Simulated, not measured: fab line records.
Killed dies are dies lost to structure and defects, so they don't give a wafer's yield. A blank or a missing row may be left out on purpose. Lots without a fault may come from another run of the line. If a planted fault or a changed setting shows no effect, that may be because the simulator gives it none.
fab line records	flow n5-finfet	part 1 of 2: steps 1 to 23 of 31
record lots=5	wafers=15	last-day=19
route steps=1938 shown SD_ACTIVATION@331 ILD0@335 SDB@347
lots that met no fault: from a run of the same line without faults
start-h: hours from the record's opening day to when the first of the lot's shown wafers began	wait-h: hours from the lot's prior step to this one	" repeats the value in the row above	L1.1+2: one row covering several wafers at once	- no value, or no start given	* or withheld: withheld	< > ~ a bound
route shown NAME@n: names a module that has steps shown in the file, with the first one's number in the route	usual: mean/standard deviation taken from wafers without a fault	same: alike in all rows	chamber/n: place in a boat	sites: the reading at each site	_std_site: standard deviation of those values	_edge_site: mean of outer sites minus mean of inner sites	radius-mm: for every site, how far away it sits from the centre of the wafer	mask NAME#n: copy n	behind: the tool/chamber that last shaped the wafer	hold: why the lot went on hold/how many hours it stayed there/how the hold came to an end	device: the transistor (n, p or np) that didn't switch	end of line: the same wafers' tests at the end of the route	a step with no rows: only its recipe	killed: at the first sort, the dies lost to defects and structure; wafer yield is something else	map: a wafer's dies, x killed, . not, _ none there
set.NAME: setting as actually run; set.NAME@STEP: the setting as run at that earlier step	model.NAME: the simulator's own value behind a step, which no gauge read
lots at selected steps of the route; one table per step, one row per wafer
services: from which hour (start-h, from the record's first day; less than 0 if before it) a tool's chamber was out of use, for how many hours, and why
## steps
# step N5_SD_ACTIVATION_LSA_01
# recipe temp-c=1080	time-s=0.0008	ambient=N2
# usual wafer_temp_C_max=1084.7/1.4
lot.wafer	tool	chamber	start-h	wait-h	wafer_temp_C_max
L076.2	laser-anneal-01	0	69.83	0.2	1083.1
L076.3	"	0	"	"	1084.1
L076.4	"	0	"	"	1082.3
L082.3	laser-anneal-01	0	108.43	0.2	1083.4
L082.4	"	0	"	"	1082.4
L082.5	"	0	"	"	1083.0
L086.2	laser-anneal-01	0	134.86	0.2	1084.0
L086.3	"	0	"	"	1084.4
L086.6	"	0	"	"	1084.7
L093.1	laser-anneal-02	0	169.86	0.2	1085.4
L093.2	"	0	"	"	1084.5
L093.4	"	0	"	"	1084.4
L097.1	laser-anneal-02	0	194.78	0.2	1084.8
L097.3	"	0	"	"	1086.0
L097.5	"	0	"	"	1087.0
# step N5_SD_ACTIVATION_RS_MEAS_03
# recipe thk-meas-gauge=four-point-probe
# usual RS_SD_N=21.79/0.28	RS_SD_P=56.0/1.1
lot.wafer	tool	chamber	start-h	wait-h	RS_SD_N[ohm/sq]	RS_SD_P[ohm/sq]
L076.2	film-metro-02	-	70.02	0.2	22.54	57.1
L076.3	"	-	"	"	21.78	56.4
L076.4	"	-	"	"	22.44	56.5
L082.3	film-metro-02	-	108.62	0.2	21.48	56.1
L082.4	"	-	"	"	21.48	55.3
L082.5	"	-	"	"	21.68	54.8
L086.2	film-metro-02	-	135.05	0.2	21.35	55.0
L086.3	"	-	"	"	21.43	54.5
L086.6	"	-	"	"	21.99	54.6
L093.1	film-metro-02	-	170.06	0.2	22.06	54.1
L093.2	"	-	"	"	21.88	53.5
L093.4	"	-	"	"	22.31	55.1
L097.1	film-metro-02	-	194.98	0.2	21.38	54.5
L097.3	"	-	"	"	21.61	54.9
L097.5	"	-	"	"	21.75	54.5
# step N5_SD_ACTIVATION_INSPECT_02
# recipe inspect-instrument=darkfield	mode=post-anneal
# usual raw-defect-count=175/36
lot.wafer	tool	chamber	start-h	wait-h	raw-defect-count
L076.2	defect-inspect-02	-	70.33	0.1	207
L076.3	"	-	"	"	200
L076.4	"	-	"	"	222
L082.3	defect-inspect-02	-	108.90	0.1	182
L082.4	"	-	"	"	218
L082.5	"	-	"	"	236
L086.2	defect-inspect-01	-	135.36	0.1	183
L086.3	"	-	"	"	192
L086.6	"	-	"	"	214
L093.1	defect-inspect-01	-	170.39	0.2	205
L093.2	"	-	"	"	168
L093.4	"	-	"	"	174
L097.1	defect-inspect-01	-	195.31	0.2	161
L097.3	"	-	"	"	225
L097.5	"	-	"	"	155
# step N5_ILD0_LINER_00
# recipe material=SiNx	target-thk-a=40	temp-c=400	ald-precursor-family=SiH2I2	ald-co-reactant=N2/H2-plasma	pulse-time-s=1	purge-time-s=2	co-reactant-purge-time-s=2	ald-cycles=80	pressure-torr=2
# usual heater-power-w=857/86	precursor-pulse-height-rel=1.002/0.019
lot.wafer	tool	chamber	start-h	wait-h	heater-power-w	precursor-pulse-height-rel
L076.2	ald-sin-04	0	70.38	0.1	862	1.000
L076.3	"	2	"	"	800	1.028
L076.4	"	1	"	"	922	0.972
L082.3	ald-sin-01	1	108.93	0.0	914	1.023
L082.4	"	3	"	"	784	0.990
L082.5	"	1	"	"	904	0.978
L086.2	ald-sin-02	1	135.39	0.0	883	1.006
L086.3	"	3	"	"	989	1.014
L086.6	"	3	"	"	991	1.058
L093.1	ald-sin-02	2	171.15	0.8	1002	0.978
L093.2	"	0	"	"	740	1.038
L093.4	"	3	"	"	981	0.982
L097.1	ald-sin-01	3	195.39	0.1	776	1.000
L097.3	"	0	"	"	755	1.006
L097.5	"	0	"	"	748	0.976
# step N5_ILD0_FCVD_FILL_01
# recipe material=SiO2_flowable	target-thk-a=2000	temp-c=100	pressure-torr=0.8	rf-w=2000	time-s=328.3
lot.wafer	tool	chamber	start-h	wait-h
L076.2+3+4	fcvd-01	1,1,0	70.79	0.2
L082.3+4+5	fcvd-02	0,1,1	109.47	0.3
L086.2+3+6	fcvd-02	0	135.81	0.2
L093.1+2+4	fcvd-01	0,1,0	171.56	0.2
L097.1+3+5	fcvd-02	0	195.81	0.2
# step N5_ILD0_CURE_02
# recipe temp-c=450	time-s=1800	ambient=steam	idle-temp-c=400	ramp-up-c-per-min=5	ramp-down-c-per-min=3	densification-p-h2o-torr=640
# usual zone-power-top-pct=12.1/1.3	zone-power-upper-pct=5.2/0.74
lot.wafer	tool	chamber	start-h	wait-h	zone-power-top-pct	zone-power-upper-pct
L076.2	furnace-02	0	71.19	0.3	10.1	4.1
L076.3	"	0	"	"	9.9	4.2
L076.4	"	0	"	"	9.8	4.1
L082.3	furnace-03	0	110.06	0.5	12.9	6.0
L082.4	"	0	"	"	13.2	5.9
L082.5	"	0	"	"	13.2	5.9
L086.2	furnace-03	0	136.20	0.3	13.2	6.0
L086.3	"	0	"	"	13.1	5.9
L086.6	"	0	"	"	13.2	5.9
L093.1	furnace-03	0	171.96	0.3	13.1	5.9
L093.2	"	0	"	"	13.1	5.8
L093.4	"	0	"	"	13.1	5.9
L097.1	furnace-03	0	196.56	0.6	13.1	5.9
L097.3	"	0	"	"	12.9	5.8
L097.5	"	0	"	"	13.3	5.9
# step N5_ILD0_CMP_03
# recipe stop-on=SiNx	t-overpolish-s=1.9	post-cmp-clean=alkaline-brush	down-force-psi=4.1491	platen-rpm=51.796	pad-velocity-m-s=1.0306	target-thk-nm=197.38
# usual motor-current-A=12.2/0.98	overpolish-run-s=1.900/0.01	time-to-endpoint-s=73/3.9
lot.wafer	tool	chamber	start-h	wait-h	motor-current-A	overpolish-run-s	time-to-endpoint-s
L076.2	cmp-01	2	72.75	0.0	12.4	1.898	71
L076.3	"	3	"	"	10.6	1.896	70
L076.4	"	0	"	"	12.1	1.903	70
L082.3	cmp-02	0	111.71	0.1	11.6	1.893	74
L082.4	"	1	"	"	11.0	1.893	72
L082.5	"	3	"	"	12.3	1.903	75
L086.2	cmp-01	1	137.76	0.0	13.6	1.890	77
L086.3	"	0	"	"	11.6	1.907	75
L086.6	"	1	"	"	14.3	1.898	81
L093.4	cmp-04	2	173.55	0.1	13.6	1.896	68
L093.1	"	3	"	"	12.6	1.903	66
L093.2	"	0	"	"	11.7	1.913	73
L097.1	cmp-01	2	198.13	0.0	11.4	1.896	82
L097.3	"	3	"	"	10.0	1.887	85
L097.5	"	3	"	"	10.6	1.891	78
# step N5_ILD0_THK_MEAS_04
# usual thk-nm=197.5/0.92
lot.wafer	tool	chamber	start-h	wait-h	thk-nm
L076.2	film-metro-02	-	73.05	-	197.7
L076.3	"	-	"	"	197.6
L076.4	"	-	"	"	195.7
L082.3	film-metro-02	-	111.97	-	197.1
L082.4	"	-	"	"	196.4
L082.5	"	-	"	"	197.4
L086.2	film-metro-01	-	138.05	-	197.0
L086.3	"	-	"	"	197.6
L086.6	"	-	"	"	197.1
L093.1	film-metro-01	-	173.80	-	196.6
L093.2	"	-	"	"	197.3
L093.4	"	-	"	"	197.5
L097.1	film-metro-01	-	198.42	-	199.6
L097.3	"	-	"	"	198.1
L097.5	"	-	"	"	198.2
# step N5_ILD0_CMP_07
# recipe stop-on=poly-Si	material=SiO2_flowable	t-overpolish-s=1.18	post-cmp-clean=alkaline-brush	down-force-psi=4.1491	platen-rpm=51.796	pad-velocity-m-s=1.0306	target-thk-nm=138.88
# usual motor-current-A=12.4/0.98
lot.wafer	tool	chamber	start-h	wait-h	motor-current-A
L076.4	cmp-02	2	73.08	0.0	13.5
L076.2	"	3	"	"	12.3
L076.3	"	1	"	"	11.1
L082.3	cmp-01	2	112.03	0.1	12.2
L082.4	"	0	"	"	12.1
L082.5	"	2	"	"	11.9
L086.3	cmp-04	2	138.12	0.1	13.5
L086.2	"	3	"	"	12.2
L086.6	"	2	"	"	13.1
L093.1	cmp-01	2	173.83	0.0	11.8
L093.4	"	0	"	"	11.6
L093.2	"	1	"	"	14.0
L097.3	cmp-01	2	198.53	0.1	12.1
L097.1	"	3	"	"	10.8
L097.5	"	0	"	"	12.1
# step N5_ILD0_THK_MEAS_08
# usual thk-nm=139.3/1
lot.wafer	tool	chamber	start-h	wait-h	thk-nm
L076.2	film-metro-01	-	73.37	-	138.6
L076.3	"	-	"	"	137.7
L076.4	"	-	"	"	139.2
L082.3	film-metro-01	-	112.29	-	140.2
L082.4	"	-	"	"	139.3
L082.5	"	-	"	"	138.7
L086.2	film-metro-02	-	138.38	-	138.0
L086.3	"	-	"	"	139.2
L086.6	"	-	"	"	140.1
L093.1	film-metro-02	-	174.13	-	139.3
L093.2	"	-	"	"	140.0
L093.4	"	-	"	"	140.8
L097.1	film-metro-01	-	198.75	-	140.6
L097.3	"	-	"	"	141.2
L097.5	"	-	"	"	140.8
# step N5_ILD0_PRECLEAN_10
# recipe chemistry=NF3:NH3	afs-cycles=5	time-s=20	temp-c=30	sublimation-temp-c=180	sublimation-time-s=60	pressure-torr=3	rf-power-w=30
lot.wafer	tool	chamber	start-h	wait-h
L076.2+3+4	remote-plasma-02	0	73.52	0.1
L082.3+4+5	remote-plasma-02	1	112.54	0.3
L086.2+3+6	remote-plasma-01	1	138.52	0.1
L093.1+2+4	remote-plasma-01	0	174.17	0.0
L097.1+3+5	remote-plasma-02	0	198.78	0.0
# step N5_ILD0_ALD_15
# recipe material=SiNx	target-thk-a=240	temp-c=400	ald-precursor-family=SiH2I2	ald-co-reactant=N2/H2-plasma	pulse-time-s=1	ald-cycles=480	purge-time-s=2	co-reactant-purge-time-s=2	pressure-torr=2
# usual heater-power-w=857/82	precursor-pulse-height-rel=1.001/0.02
lot.wafer	tool	chamber	start-h	wait-h	heater-power-w	precursor-pulse-height-rel
L076.2	ald-sin-04	2	74.21	0.6	823	0.978
L076.3	"	3	"	"	947	1.009
L076.4	"	1	"	"	914	1.005
L082.3	ald-sin-04	2	113.01	0.4	821	1.041
L082.4	"	0	"	"	805	1.021
L082.5	"	1	114.09	1.2	897	1.031
L086.2	ald-sin-04	1	139.09	0.5	915	0.997
L086.3	"	2	"	"	839	0.998
L086.6	"	3	140.18	1.1	960	0.999
L093.1	ald-sin-04	1	174.85	0.6	906	0.990
L093.2	"	2	"	"	825	1.021
L093.4	"	0	"	"	815	0.993
L097.1	ald-sin-04	3	199.47	0.6	960	0.980
L097.3	"	0	"	"	825	0.986
L097.5	"	2	200.55	1.2	837	1.018
# step N5_ILD0_CMP_12
# recipe stop-on=poly-Si	material=SiNx	t-overpolish-s=6	post-cmp-clean=alkaline-brush	down-force-psi=2.5	platen-rpm=51.8	pad-velocity-m-s=1.0307	target-thk-nm=17.67
# usual motor-current-A=8.9/0.76	overpolish-run-s=6.000/0.0093	time-to-endpoint-s=28.9/2
lot.wafer	tool	chamber	start-h	wait-h	motor-current-A	overpolish-run-s	time-to-endpoint-s
L076.4	cmp-01	0	76.41	1.1	8.3	5.993	28.6
L076.2	"	1	"	"	10.2	5.998	25.7
L076.3	"	3	"	"	8.0	5.997	29.6
L082.4	cmp-02	3	115.21	1.1	8.6	6.005	30.5
L082.3	"	2	"	"	9.0	6.017	26.3
L082.5	"	0	"	"	8.5	6.012	27.0
L086.3	cmp-02	2	141.29	1.1	9.4	6.012	26.8
L086.2	"	0	"	"	8.6	5.991	26.2
L086.6	"	2	"	"	9.1	6.006	27.2
L093.1	cmp-02	1	177.09	1.2	8.3	5.997	25.9
L093.4	"	2	"	"	9.5	6.009	27.7
L093.2	"	3	"	"	8.8	6.009	30.3
L097.3	cmp-01	2	201.70	1.2	8.7	5.992	31.1
L097.1	"	0	"	"	8.9	5.987	30.0
L097.5	"	2	"	"	8.7	6.000	34.5
# step N5_ILD0_THK_MEAS_13
# usual thk-nm=17.7/0.79
lot.wafer	tool	chamber	start-h	wait-h	thk-nm
L076.2	film-metro-01	-	76.71	-	16.4
L076.3	"	-	"	"	17.5
L076.4	"	-	"	"	17.2
L082.3	film-metro-01	-	115.50	-	17.6
L082.4	"	-	"	"	17.3
L082.5	"	-	"	"	16.6
L086.2	film-metro-01	-	141.59	-	17.4
L086.3	"	-	"	"	18.1
L086.6	"	-	"	"	18.2
L093.1	film-metro-01	-	177.34	-	18.6
L093.2	"	-	"	"	18.5
L093.4	"	-	"	"	18.2
L097.1	film-metro-02	-	201.96	-	17.4
L097.3	"	-	"	"	17.3
L097.5	"	-	"	"	16.7
# step N5_ILD0_INSPECT_06
# recipe inspect-instrument=darkfield	mode=post-cmp
# usual raw-defect-count=33/14
lot.wafer	tool	chamber	start-h	wait-h	raw-defect-count
L076.2	defect-inspect-02	-	76.73	0.0	24
L076.3	"	-	"	"	28
L076.4	"	-	"	"	36
L082.3	defect-inspect-02	-	115.53	0.0	88
L082.4	"	-	"	"	44
L082.5	"	-	"	"	59
L086.2	defect-inspect-01	-	141.62	0.0	47
L086.3	"	-	"	"	36
L086.6	"	-	"	"	45
L093.1	defect-inspect-02	-	177.37	0.0	20
L093.2	"	-	"	"	23
L093.4	"	-	"	"	25
L097.1	defect-inspect-01	-	201.99	0.0	20
L097.3	"	-	"	"	37
L097.5	"	-	"	"	26
# step N5_SDB_HM_DEP_00
# recipe material=SiNx	target-thk-a=400	temp-c=400	precursor=SiH4/NH3/N2	pressure-torr=1.5	rf-w=300	time-s=35.3
# usual heater-power-w=726/89	showerhead-plenum-p-Torr=5.16/0.077	throttle-valve-pct=40.5/2.1
lot.wafer	tool	chamber	start-h	wait-h	heater-power-w	showerhead-plenum-p-Torr	throttle-valve-pct
L076.2	pecvd-02	1	76.77	0.0	820	5.13	44.7
L076.3	"	0	"	"	738	5.07	38.6
L076.4	"	0	"	"	731	5.06	38.5
L082.3	pecvd-01	0	115.56	0.0	690	5.12	38.2
L082.4	"	0	"	"	686	5.13	37.8
L082.5	"	1	"	"	704	5.14	42.9
L086.2	pecvd-02	0	141.65	0.0	716	5.06	38.8
L086.3	"	0	"	"	703	5.06	38.4
L086.6	"	0	"	"	720	5.07	38.6
L093.1	pecvd-04	1	177.41	0.0	811	5.29	41.9
L093.2	"	2	"	"	561	5.12	39.3
L093.4	"	0	"	"	815	5.10	38.8
L097.1	pecvd-02	1	202.02	0.0	763	5.13	45.0
L097.3	"	2	"	"	881	5.26	40.2
L097.5	"	0	"	"	643	5.07	39.1
# step N5_SDB_COAT_03
# recipe resist=SOC	temp-c=250	time-s=60	spin-rpm=1500	resist-thk-nm=100
# usual exhaust-pa=45.1/0.82	plate-temp-C=250.01/0.17	spin-speed-rpm=1500.0/0.92
lot.wafer	tool	chamber	start-h	wait-h	exhaust-pa	plate-temp-C	spin-speed-rpm
L076.2	litho-track-03	0	76.85	0.1	44.4	249.97	1500.4
L076.3	"	0	"	"	44.3	250.03	1501.1
L076.4	"	0	"	"	44.9	250.20	1500.5
L082.3	litho-track-02	0	115.65	0.1	43.9	250.03	1500.0
L082.4	"	0	"	"	44.3	249.83	1500.6
L082.5	"	0	"	"	44.2	249.79	1499.3
L086.2	litho-track-04	0	141.76	0.1	44.3	249.99	1500.4
L086.3	"	0	"	"	45.4	249.91	1500.6
L086.6	"	0	"	"	45.5	249.91	1501.3
L093.1	litho-track-02	0	177.49	0.1	45.1	249.78	1501.3
L093.2	"	0	"	"	45.1	249.94	1499.6
L093.4	"	0	"	"	45.3	249.87	1501.5
L097.1	litho-track-04	0	202.10	0.1	45.4	249.82	1500.0
L097.3	"	0	"	"	45.6	250.10	1499.3
L097.5	"	0	"	"	45.7	250.05	1500.7
# step N5_SDB_COAT_04
# recipe resist=SiARC	temp-c=220	time-s=60	spin-rpm=1500	resist-thk-nm=18
# usual exhaust-pa=45.1/1	plate-temp-C=220.03/0.16	spin-speed-rpm=1499.7/1
lot.wafer	tool	chamber	start-h	wait-h	exhaust-pa	plate-temp-C	spin-speed-rpm
L076.2	litho-track-03	0	-	-	44.2	220.08	1500.5
L076.3	"	0	"	"	46.7	220.19	1500.0
L076.4	"	0	"	"	46.3	220.05	1500.4
L082.3	litho-track-02	0	-	-	46.3	219.86	1498.4
L082.4	"	0	"	"	46.0	219.58	1499.3
L082.5	"	0	"	"	45.5	219.84	1497.6
L086.2	litho-track-04	0	-	-	45.0	220.25	1499.7
L086.3	"	0	"	"	45.9	220.10	1500.4
L086.6	"	0	"	"	45.2	220.23	1499.5
L093.1	litho-track-02	0	-	-	44.8	220.23	1499.5
L093.2	"	0	"	"	44.5	220.26	1499.9
L093.4	"	0	"	"	45.5	220.43	1500.1
L097.1	litho-track-04	0	-	-	46.2	220.22	1499.3
L097.3	"	0	"	"	45.4	220.27	1499.0
L097.5	"	0	"	"	43.7	220.12	1500.1
# step N5_SDB_COAT_05
# recipe resist=CAR-ArF	spin-rpm=1500	resist-thk-nm=90
# usual exhaust-pa=45.1/0.95	spin-speed-rpm=1500.0/0.89
lot.wafer	tool	chamber	start-h	wait-h	exhaust-pa	spin-speed-rpm
L076.2	litho-track-03	0	-	-	45.8	1499.8
L076.3	"	0	"	"	46.2	1499.3
L076.4	"	0	"	"	45.4	1501.2
L082.3	litho-track-02	0	-	-	45.3	1500.9
L082.4	"	0	"	"	45.3	1498.4
L082.5	"	0	"	"	46.3	1501.5
L086.2	litho-track-04	0	-	-	44.1	1499.8
L086.3	"	0	"	"	45.6	1500.7
L086.6	"	0	"	"	44.4	1501.1
L093.1	litho-track-02	0	-	-	45.7	1498.3
L093.2	"	0	"	"	44.9	1499.0
L093.4	"	0	"	"	44.5	1501.2
L097.1	litho-track-04	0	-	-	44.1	1498.9
L097.3	"	0	"	"	45.0	1499.4
L097.5	"	0	"	"	44.2	1500.7
# step N5_SDB_EBR_07
# recipe solvent=PGMEA	ebr-width-mm=1.5
# usual exhaust-pa=45.1/0.85
lot.wafer	tool	chamber	start-h	wait-h	exhaust-pa
L076.2	litho-track-03	0	-	-	45.2
L076.3	"	0	"	"	44.7
L076.4	"	0	"	"	45.9
L082.3	litho-track-02	0	-	-	45.6
L082.4	"	0	"	"	45.8
L082.5	"	0	"	"	44.4
L086.2	litho-track-04	0	-	-	42.6
L086.3	"	0	"	"	44.3
L086.6	"	0	"	"	43.7
L093.1	litho-track-02	0	-	-	44.8
L093.2	"	0	"	"	44.9
L093.4	"	0	"	"	44.7
L097.1	litho-track-04	0	-	-	44.5
L097.3	"	0	"	"	43.7
L097.5	"	0	"	"	44.0
# step N5_SDB_SOFTBAKE_06
# recipe temp-c=110	time-s=60	resist=CAR-ArF
# usual exhaust-pa=45.0/0.85	plate-temp-C=110.02/0.15
lot.wafer	tool	chamber	start-h	wait-h	exhaust-pa	plate-temp-C
L076.2	litho-track-03	0	-	-	45.6	110.08
L076.3	"	0	"	"	44.6	109.81
L076.4	"	0	"	"	44.4	110.21
L082.3	litho-track-02	0	-	-	44.1	110.14
L082.4	"	0	"	"	44.4	110.07
L082.5	"	0	"	"	44.0	110.02
L086.2	litho-track-04	0	-	-	43.9	109.72
L086.3	"	0	"	"	45.2	109.93
L086.6	"	0	"	"	44.7	109.95
L093.1	litho-track-02	0	-	-	44.6	110.05
L093.2	"	0	"	"	45.1	109.91
L093.4	"	0	"	"	43.4	109.98
L097.1	litho-track-04	0	-	-	43.5	110.23
L097.3	"	0	"	"	44.8	109.99
L097.5	"	0	"	"	43.4	110.24
# step N5_SDB_EXPOSE_08
# recipe mask-id=SDB	na=1.35	source-shape=conventional	sigma-outer=0.5	polarization=unpolarized	dose-mj=49.6
# usual reticle-temp-C=22.99/0.1
lot.wafer	tool	chamber	start-h	wait-h	mask	reticle-temp-C
L076.2	arfi-scanner-01	0	76.98	-	SDB#0	23.09
L076.3	"	0	"	"	SDB#0	22.88
L076.4	"	0	"	"	SDB#0	22.97
L082.3	arfi-scanner-03	0	115.78	-	SDB#0	23.14
L082.4	"	0	"	"	SDB#0	23.05
L082.5	"	0	"	"	SDB#0	23.00
L086.2	arfi-scanner-01	0	142.01	-	SDB#0	23.03
L086.3	"	0	"	"	SDB#0	22.96
L086.6	"	0	"	"	SDB#0	22.79
L093.1	arfi-scanner-02	0	177.73	-	SDB#0	23.00
L093.2	"	0	"	"	SDB#0	23.02
L093.4	"	0	"	"	SDB#0	23.15
L097.1	arfi-scanner-01	0	202.35	-	SDB#0	23.01
L097.3	"	0	"	"	SDB#0	22.96
L097.5	"	0	"	"	SDB#0	22.92
# step N5_SDB_PEB_09
# recipe peb-temp-c=withheld	peb-time-s=60	resist=CAR-ArF
# usual exhaust-pa=45.2/0.99
lot.wafer	tool	chamber	start-h	wait-h	exhaust-pa
L076.2	litho-track-03	0	77.03	0.0	43.7
L076.3	"	0	"	"	46.1
L076.4	"	0	"	"	45.0
L082.3	litho-track-04	0	115.82	0.0	46.4
L082.4	"	0	"	"	46.5
L082.5	"	0	"	"	46.3
L086.2	litho-track-04	0	142.06	0.0	44.0
L086.3	"	0	"	"	45.0
L086.6	"	0	"	"	45.5
L093.1	litho-track-02	0	177.79	0.1	45.1
L093.2	"	0	"	"	45.7
L093.4	"	0	"	"	45.4
L097.1	litho-track-04	0	202.41	0.1	45.0
L097.3	"	0	"	"	44.2
L097.5	"	0	"	"	43.9
